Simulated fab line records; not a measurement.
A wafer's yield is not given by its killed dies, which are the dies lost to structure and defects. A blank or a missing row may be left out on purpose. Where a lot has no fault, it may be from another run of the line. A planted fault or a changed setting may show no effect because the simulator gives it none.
Chamber matching ; flow n5-finfet ; 4 sister chambers for N5_BEOL_M0_SAQP_CUT_ETCH_46 on rie-diel-03
The step etches SOC in N2/H2, target depth 135 nm, overetch 27 nm, time 202.5 s. 16 wafers are shown with their chamber, then 8 later ones without.

== EACH WAFER AND ITS CHAMBER ==
wafer;chamber;throttle-valve-pct (%);drypump-motor-current-A (A);showerhead-plenum-p-Torr (Torr)
L079.1;2;17.85;5.1;2.61
L079.2;1;18.21;6.3;2.61
L079.4;3;18.06;5.7;2.53
L080.3;3;18.06;5.7;2.53
L080.4;0;17.58;6.1;2.50
L080.6;1;18.22;6.3;2.61
L081.3;1;18.21;6.3;2.61
L081.4;0;17.56;6.0;2.50
L081.5;3;18.06;5.7;2.53
L083.2;3;18.05;5.7;2.52
L083.5;1;18.22;6.3;2.61
L083.6;3;18.05;5.7;2.52
L084.1;3;18.07;5.7;2.52
L084.3;0;17.58;6.0;2.50
L084.5;1;18.23;6.3;2.61
L086.2;1;18.22;6.3;2.60

SIGNATURES (averages over the wafers above)
reading;chamber 0;chamber 1;chamber 2;chamber 3;scatter within a chamber
throttle-valve-pct;17.5733;18.2183;17.8500;18.0583;0.00833
drypump-motor-current-A;6.033;6.300;5.100;5.700;0.0236
showerhead-plenum-p-Torr;2.5000;2.6083;2.6100;2.5250;0.00441
Rule: for a wafer and a chamber, the distance is found by dividing, reading by reading, the gap between the wafer's reading and the chamber's mean by the reading's scatter, squaring, summing and taking the root. If the next closest chamber is less than 2 further off than the closest, the wafer can't be placed; otherwise it belongs to the closest. The scatter: take each reading less its chamber's mean, square it, sum over the shown wafers, divide by the number of wafers less the number of chambers, and take the root.

== WAFERS WHOSE CHAMBER IS MISSING ==
wafer;throttle-valve-pct (%);drypump-motor-current-A (A);showerhead-plenum-p-Torr (Torr)
L086.4;17.60;6.0;2.49
L086.5;17.43;5.1;2.61
L089.1;17.45;5.0;2.61
L089.4;18.09;5.7;2.52
L089.6;17.46;5.1;2.61
L091.2;17.59;6.1;2.49
L091.5;17.45;5.0;2.61
L091.6;17.61;6.1;2.49

== EACH ONE'S CHAMBER ==
wafer;from the rows above;in truth
L086.4;0;0
L086.5;can't be placed: 0 or 2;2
L089.1;2;2
L089.4;3;3
L089.6;can't be placed: 2 or 0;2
L091.2;0;0
L091.5;2;2
L091.6;0;0
Placed correctly: 6 of 8. From these rows, 2 cannot be placed; in 2 the true chamber is one of the candidates. Placed wrongly: 0.
